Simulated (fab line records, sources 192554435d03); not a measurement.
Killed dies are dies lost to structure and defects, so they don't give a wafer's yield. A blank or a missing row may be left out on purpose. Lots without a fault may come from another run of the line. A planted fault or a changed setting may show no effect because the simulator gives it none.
Chamber matching | flow n5_finfet | N5_GATE_CUT_ETCH_28 on rie_diel-06: 4 sister chambers
The step etches underlayer in N2/H2, target depth 13 nm, time 10.4 s. 4 wafers are shown with their chamber, then 9 later ones without.

WAFERS WITH THEIR CHAMBER
wafer  | chamber | throttle_valve_pct (%)
L083.1 | 3       | 18.25
L088.2 | 1       | 18.09
L088.3 | 2       | 17.61
L088.5 | 0       | 17.37

WAFERS WITHOUT THEIR CHAMBER
wafer  | throttle_valve_pct (%)
L094.1 | 17.66
L094.2 | 18.32
L094.3 | 17.41
L094.4 | 17.64
L094.5 | 17.64
L094.6 | 18.31
L097.2 | 17.65
L097.4 | 17.70
L097.5 | 17.69

WHICH CHAMBER EACH WENT THROUGH
wafer  | from the rows above | in truth
L094.1 | 2                   | 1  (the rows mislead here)
L094.2 | 3                   | 3
L094.3 | 0                   | 0
L094.4 | 2                   | 2
L094.5 | 2                   | 2
L094.6 | 3                   | 3
L097.2 | 2                   | 2
L097.4 | 2                   | 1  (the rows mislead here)
L097.5 | 2                   | 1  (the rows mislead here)
Placed correctly: 6 of 9. Can't be placed from these rows: 0. Placed wrongly: 3.
How it was worked out, from the rows above alone: a wafer's distance from a chamber is the root of the sum, over the readings, of the square of ((its reading less the chamber's mean) divided by the reading's scatter). The wafer belongs to the nearest chamber; if the next one is less than 2 further off, it can't be placed. A chamber's mean is the mean of its shown wafers. The scatter: with one shown wafer a chamber, the root of the mean of the squares of how far each hidden wafer lies from its nearest shown one.
